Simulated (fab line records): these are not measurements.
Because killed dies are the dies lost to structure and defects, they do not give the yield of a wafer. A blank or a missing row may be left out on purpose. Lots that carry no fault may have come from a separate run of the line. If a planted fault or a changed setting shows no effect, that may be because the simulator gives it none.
A lot that was struck, set against a sound lot ; flow nand-harc ; 14 steps out of a route of 1159
Sound: the wafers L250.3, L250.4, L250.6. Struck: wafers L263.1, L263.2, L263.5. Last of all comes the cause.
Per side, at each step with rows, come the tool, then ch with its chambers, and then its first start. Under that, the readings that differ: sound wafers ; struck wafers ; difference of the means ; sigmas: that difference in standard deviations of wafers without a fault.
alike: readings with means less than 2 such deviations apart, plus words and numbers identical on both sides. not compared: withheld readings, readings lacking a value on some wafer, bounds such as >300 that could conceal the same value, and numbers that have no deviation in the record and whose values overlap.
A row with sigmas, a row that says differs or no value, or rows on one side alone: a step with any of these is where the two part. When numbers do not overlap yet have no deviation, they are printed without sigmas and do not part them. Lack of a reading on every wafer of one side parts them only where that side has two or more wafers.

NHARC_THIN_TSV_DEGAS_49: time 120 s.
  struck on pvd-sputter-03, day 22 19:04; sound on pvd-sputter-03, day 19 10:31
  alike: heater-power-w
NHARC_THIN_TSV_PRE_CLEAN_50: time 30 s.
  sound on pvd-sputter-03; struck on pvd-sputter-03
  alike: heater-power-w
NHARC_THIN_TSV_PVD_19: deposits TaN, target thk 20 nm.
  sound on pvd-sputter-03; struck on pvd-sputter-03
  alike: chamber-pressure-pa, throttle-valve-pct
NHARC_THIN_TSV_PVD_51: deposits Cu, target thk 100 nm.
  sound on pvd-sputter-03; struck on pvd-sputter-03
  alike: chamber-pressure-pa, throttle-valve-pct
then, 4 steps without rows for these wafers: NHARC_THIN_TSV_ECD_20 (material Cu, target thk 2000 nm); NHARC_THIN_TSV_ANNEAL_52 (time 90 s); NHARC_THIN_TSV_CMP_21 (polishes, t overpolish 30 s, target thk 2000 nm); NHARC_THIN_TSV_SRD_23.
NHARC_THIN_TSV_DEGAS_53: time 60 s.
  struck on pvd-sputter-02, day 22 21:05; sound on pvd-sputter-03, day 19 12:58
  alike: heater-power-w
then, 2 steps without rows for these wafers: NHARC_THIN_TSV_PRE_CLEAN_54 (time 30 s); NHARC_THIN_TSV_PVD_55 (deposits TiN, target thk 50 nm).
NHARC_THIN_TSV_PVD_24: deposits Al, target thk 800 nm.
  struck on pvd-sputter-02, day 22 21:22; sound on pvd-sputter-03, day 19 13:16
then, 1 step without rows for these wafers: NHARC_THIN_TSV_DEHYDRATE_25 (time 120 s).
NHARC_END_SORT_01:
  sound on prober-01 ch 0, day 20 04:07; struck on prober-02 ch 0, day 23 04:37
reading;sound;struck;difference;sigmas
defect-limited-yield (%);96.5 96.2 95.9;0 0 0;-96;-53
killed-at-other;0 0 2;663 656 657;+658;+99 or more
killed-dies;24 26 28;677 677 677;+651;+54
sort_bin_2_pct (%);1.8 0.9 1.8;98.5 97.9 97.9;+96.6;+99 or more
sort-n-pass;653 651 649;0 0 0;-651;-54
sort-rim-yield-pct (%);98.1 98.1 99.1;0 0 0;-98;-39
sort-yield-pct (%);96.5 96.2 95.9;0 0 0;-96;-53
  alike: killed-at-array, killed-at-periphery, killed-open, killed-short, sort_bin_3_pct, sort_bin_4_pct

## WHERE THEY PART
At NHARC_END_SORT_01 and nowhere else, as far as this record goes.

WHY: the cause the simulator had injected
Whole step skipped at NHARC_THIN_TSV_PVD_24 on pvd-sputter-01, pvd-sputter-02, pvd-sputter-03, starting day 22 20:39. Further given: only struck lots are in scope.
